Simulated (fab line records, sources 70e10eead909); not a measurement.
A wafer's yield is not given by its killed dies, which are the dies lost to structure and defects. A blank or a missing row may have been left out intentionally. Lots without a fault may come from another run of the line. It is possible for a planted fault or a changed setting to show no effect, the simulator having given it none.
The tool behind it: which one?    flow nand harc    6 lots with 18 wafers sampled at 4 steps, on a route of 1302 steps

WHAT EACH GAUGE READ, for each wafer
NHARC_THIN_TSV_CD_MEAS_16.
lot   measured      on         cd nm (nm)
L336  day 24 03:46  cd sem-03  997.8 998.9 999.5
L341  day 25 19:59  cd sem-02  999.8 1001.2 1001.1
L343  day 27 11:43  cd sem-01  1000.3 1001.4 999.2
L352  day 30 11:08  cd sem-02  1001.8 1001.7 1003.4
L353  day 32 04:44  cd sem-02  1000.1 998.0 998.4
L358  day 33 01:20  cd sem-01  1000.6 1000.0 999.3

WHICH TOOL RAN EACH LOT (tool, then ch and the chambers of the sampled wafers, then the start)
lot   NHARC_A_CONTACT_ETCH_49             NHARC_A_BONDPAD_DEGAS_25      NHARC_THIN_TSV_DESCUM_14
L336  rie diel-04 ch 1,2,3, day 21 21:21  pvd sputter-01, day 23 12:47  rie diel-13 ch 0,1,3, day 24 02:58
L341  rie diel-08 ch 0,1,2, day 23 05:49  pvd sputter-01, day 25 01:52  rie diel-02 ch 0,2,3, day 25 19:11
L343  rie diel-09 ch 0,1,3, day 24 20:02  pvd sputter-02, day 26 19:32  rie diel-02 ch 0,1, day 27 10:55
L352  rie diel-09 ch 1,3, day 27 23:56    pvd sputter-03, day 29 15:41  rie diel-13 ch 2,3, day 30 10:20
L353  rie diel-08 ch 0,1,2, day 29 11:04  pvd sputter-03, day 31 05:23  rie diel-13 ch 1,2,3, day 32 03:58
L358  rie diel-09 ch 0,1, day 30 19:29    pvd sputter-03, day 32 09:56  rie diel-11 ch 0,1,2, day 33 00:33
- NHARC_A_CONTACT_ETCH_49: etches the open film in N2/H2, target depth 260 nm, time 475.3 s.
- NHARC_A_BONDPAD_DEGAS_25: time 60 s.
- NHARC_THIN_TSV_DESCUM_14: chemistry O2, time 3 s.

THE ANSWER, worked out from the rows above alone
Rule: the usual values come from the lots themselves. Put in order of their means at a reading, lots are off if they are a third of the lots or fewer, leave a main group of 4 or more, and stand apart from it by a gap of 3 or more times the standard deviation of the main group's means; of several such gaps the widest counts. A main group is skipped when, at the precision printed for the reading in the tables above, its means are all equal. Also off: a lot with no number at a reading for which 4 or more lots have one. All remaining lots with rows at the step are treated as sound.
Across all readings shown, no lot is off: no conclusion can be drawn from this.

WHAT THE SIMULATOR HAD INSERTED
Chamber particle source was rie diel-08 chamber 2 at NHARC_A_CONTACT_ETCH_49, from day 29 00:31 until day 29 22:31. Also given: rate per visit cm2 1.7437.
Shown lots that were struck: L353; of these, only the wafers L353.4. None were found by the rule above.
